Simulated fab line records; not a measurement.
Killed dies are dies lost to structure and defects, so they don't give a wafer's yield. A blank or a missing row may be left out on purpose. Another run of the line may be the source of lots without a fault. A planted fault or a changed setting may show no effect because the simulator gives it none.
Chamber matching    flow nand harc    3 sister chambers for NHARC_A_STAIRCASE_DEP_301 on pecvd-03
The step deposits SiON, target thk 30 nm. 22 wafers are shown with their chamber, then 11 later ones without.

EACH WAFER AND ITS CHAMBER
wafer   chamber  heater power w (W)  chamber pressure Torr (Torr)
L078.3  2        631                 3.506
L078.4  2        628                 3.498
L078.6  0        674                 3.499
L079.1  1        624                 3.503
L079.3  0        659                 3.497
L079.4  2        564                 3.507
L080.1  1        707                 3.499
L080.3  0        615                 3.507
L080.5  2        661                 3.504
L083.2  2        571                 3.510
L083.3  0        715                 3.510
L083.4  2        579                 3.487
L084.1  2        650                 3.515
L084.5  0        752                 3.509
L084.6  1        754                 3.497
L087.3  0        736                 3.490
L087.4  2        605                 3.505
L087.6  1        656                 3.493
L089.3  2        658                 3.508
L089.5  0        610                 3.504
L089.6  2        668                 3.507
L093.1  2        591                 3.505

SIGNATURES, as means of the wafers listed above
reading                chamber 0  chamber 1  chamber 2  scatter within a chamber
heater power w         680.14     685.25     618.73     48
chamber pressure Torr  3.50229    3.49800    3.50473    0.00683
Rule: distance of a wafer from a chamber = root of the sum over the readings of ((wafer's reading minus chamber's mean) / reading's scatter) squared. If the next closest chamber is less than 2 further off than the closest, the wafer can't be placed; otherwise it belongs to the closest. How the scatter is found: for the shown wafers, subtract from each reading the mean of its chamber, square and add these, divide the total by (wafers less chambers), then take the root.

WAFERS WHOSE CHAMBER IS MISSING
wafer   heater power w (W)  chamber pressure Torr (Torr)
L093.2  773                 3.489
L093.5  625                 3.505
L095.4  687                 3.508
L095.5  570                 3.501
L095.6  715                 3.496
L094.1  753                 3.513
L094.3  605                 3.488
L094.5  752                 3.520
L096.1  469                 3.486
L096.2  693                 3.492
L096.4  680                 3.497

WHICH CHAMBER EACH ONE RAN IN
wafer   from the rows above           in truth
L093.2  can't be placed: 1 or 0 or 2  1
L093.5  can't be placed: 2 or 0 or 1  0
L095.4  can't be placed: 0 or 1 or 2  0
L095.5  can't be placed: 2 or 0 or 1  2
L095.6  can't be placed: 1 or 0 or 2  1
L094.1  can't be placed: 0 or 1 or 2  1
L094.3  can't be placed: 1 or 2 or 0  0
L094.5  can't be placed: 0 or 1 or 2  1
L096.1  can't be placed: 2 or 1 or 0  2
L096.2  can't be placed: 1 or 0 or 2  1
L096.4  can't be placed: 1 or 0 or 2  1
0 of 11 placed correctly. Cannot be placed on the basis of these rows: 11; the candidates contain the true chamber in 11. Wrongly placed: 0.
